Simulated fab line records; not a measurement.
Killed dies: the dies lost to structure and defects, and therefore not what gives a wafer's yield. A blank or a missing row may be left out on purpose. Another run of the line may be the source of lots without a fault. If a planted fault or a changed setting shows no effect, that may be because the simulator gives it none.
Comparing a struck lot with a sound one :: flow n5-finfet :: 14 steps out of a route of 1938
Sound: wafers L493.1, L493.4, L493.6. Struck: wafers L504.2, L504.6 (left out: L504.3, a lot-mate that was not struck); the cause follows at the end.
Each step with rows lists, per side, the tool, then ch with its chambers, then its first start. Under that, the readings that differ: sound wafers :: struck wafers :: difference of the means :: sigmas: that difference in standard deviations of wafers without a fault.
alike: words and numbers the same on both sides, and readings whose means are apart by under 2 such deviations; not compared: readings that were withheld, readings missing a value for some wafer, numbers with overlapping values and no deviation given by the record, and bounds like >300 which may hide the same value.
Wherever a step has rows on one side only, a row that says differs or no value, or a row with sigmas, the two part there. Numbers that don't overlap but have no deviation are shown without sigmas and don't part them. A reading missing from all wafers of one side parts the sides only when that side holds two or more wafers.

first, 2 steps without rows for these wafers: N5_BEOL_M12_ETCH_68 (etches SOC in N2/H2, time 285 s); N5_BEOL_M12_STRIP_69 (strips in N2/H2).
N5_BEOL_M12_TRENCH_ETCH_34: etches SiOC in C4F8/O2/Ar, target depth 318.95 nm, time 125.5 s.
  sound on rie-diel-06 ch 0,1, day 10 04:48; struck on rie-diel-06 ch 1,2, day 13 05:57
  alike: O2_flow_sccm, drypump-motor-current-A, oes-product-au, rf-vpp-V, showerhead-plenum-p-Torr, throttle-valve-pct
  not compared: rf-hours-counter-h
then, 1 step without rows for these wafers: N5_BEOL_M12_STRIP_70 (strips in C4F8/O2/Ar).
N5_BEOL_M12_OCD_MEAS_35:
  struck on ocd-02, day 13 06:06; sound on ocd-01, day 10 04:57
  alike: trench-depth-nm
N5_BEOL_M12_STRIP_37: strips in N2/H2.
  sound on plasma-asher-02 ch 1, day 10 04:59; struck on plasma-asher-01 ch 1, day 13 06:08
reading: heater-power-w (W)
sound: 404 413 399
struck: 325 318
difference: -84
sigmas: -2
  alike: drypump-motor-current-A, oes-product-au
  not compared: rf-hours-counter-h
N5_BEOL_M12_ETCH_38: etches SiCN in CF4/N2, target depth 68.7 nm, time 73.4 s.
  sound on rie-diel-06 ch 0,1, day 10 06:54; struck on rie-diel-06 ch 3, day 13 11:29
  alike: drypump-motor-current-A, oes-product-au, rf-vpp-V, showerhead-plenum-p-Torr, throttle-valve-pct
  not compared: rf-hours-counter-h
then, 4 steps without rows for these wafers: N5_BEOL_M12_PRECLEAN_39 (cleans in residue remover, time 60 s); N5_BEOL_M12_SRD_40 (time 30 s, dry time 30 s); N5_BEOL_M12_DEGAS_41 (time 60 s); N5_BEOL_M12_PRE_CLEAN_42 (time 30 s).
N5_BEOL_M12_SPUTTER_43: material TaN, target thk 15 nm, time 24.19 s.
  struck on pvd-sputter-03, day 13 11:46; sound on pvd-sputter-03, day 10 07:32
  alike: cathode-dc-power-W, chamber-pressure-pa, throttle-valve-pct
N5_BEOL_M12_SPUTTER_44: material Ta, target thk 10 nm, time 16.13 s.
  struck on pvd-sputter-03, day 13 11:50; sound on pvd-sputter-03, day 10 07:37
reading: cathode-dc-power-W (W)
sound: 14997 15000 15005
struck: 18013 18013
difference: +3012
sigmas: +99 or more

reading: model.Ta_of_BEOL_M12_SPUTTER_44.thk-nm (nm)
sound: 9.8 10 9.8
struck: 12 12
difference: +2
sigmas: 
  alike: chamber-pressure-pa, throttle-valve-pct
N5_BEOL_M12_SPUTTER_45: material Cu, target thk 80 nm, time 13.33 s.
  struck on pvd-sputter-03, day 13 11:55; sound on pvd-sputter-03, day 10 07:42
reading: chamber-pressure-pa (Pa)
sound: 0.13022 0.13016 0.13017
struck: 0.12959 0.12962
difference: -0.00058
sigmas: -2
  alike: cathode-dc-power-W, throttle-valve-pct

== WHERE THEY PART ==
Earliest at N5_BEOL_M12_STRIP_37; latest, in this record, at N5_BEOL_M12_SPUTTER_45.

WHY: whatever the simulator had introduced
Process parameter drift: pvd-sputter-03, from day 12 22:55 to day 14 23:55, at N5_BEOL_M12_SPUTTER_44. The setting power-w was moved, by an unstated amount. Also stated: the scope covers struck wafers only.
